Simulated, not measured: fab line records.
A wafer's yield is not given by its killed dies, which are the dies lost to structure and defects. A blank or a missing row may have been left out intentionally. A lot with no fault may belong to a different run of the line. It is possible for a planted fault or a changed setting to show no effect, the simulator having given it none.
Matching of chambers -- flow n5-finfet -- N5_STI_FIN_REVEAL_ETCHBACK_08 on rie-diel-04 has 4 sister chambers
The step etches SiO2 in C4F6/O2, target depth 30.5 nm, time 10.167 s. 8 wafers are shown with their chamber, then 7 later ones without.

== WAFERS PAIRED WITH THEIR CHAMBERS ==
wafer,chamber,drypump-motor-current-A (A),rf-vpp-V (V)
L080.3,3,6.0,657
L081.4,2,6.1,659
L081.5,0,5.3,682
L086.1,3,6.0,658
L086.4,0,5.3,681
L086.5,2,6.1,660
L087.4,1,5.0,669
L087.5,1,5.1,668

== WAFERS WITHOUT THEIR CHAMBER ==
wafer,drypump-motor-current-A (A),rf-vpp-V (V)
L087.6,6.1,658
L089.3,6.1,657
L089.4,5.3,681
L089.6,6.0,659
L095.1,5.3,682
L095.3,6.0,658
L095.6,5.0,668

== THE CHAMBER EACH PASSED THROUGH ==
wafer,from the rows above,in truth
L087.6,can't be placed: 2 or 3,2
L089.3,can't be placed: 3 or 2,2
L089.4,0,0
L089.6,can't be placed: 3 or 2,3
L095.1,0,0
L095.3,3,3
L095.6,1,1
Placed correctly: 4 of 7. These rows do not allow placing 3 (true chamber among the candidates in 3). 0 placed wrongly.
How it was worked out, from the rows above alone: a wafer's distance from a chamber is the root of the sum, over the readings, of the square of ((its reading less the chamber's mean) divided by the reading's scatter). The wafer belongs to the nearest chamber; if the next one is less than 2 further off, it can't be placed. The mean given for a chamber averages the wafers shown for that chamber. How the scatter is found: for the shown wafers, subtract from each reading the mean of its chamber, square and add these, divide the total by (wafers less chambers), then take the root.
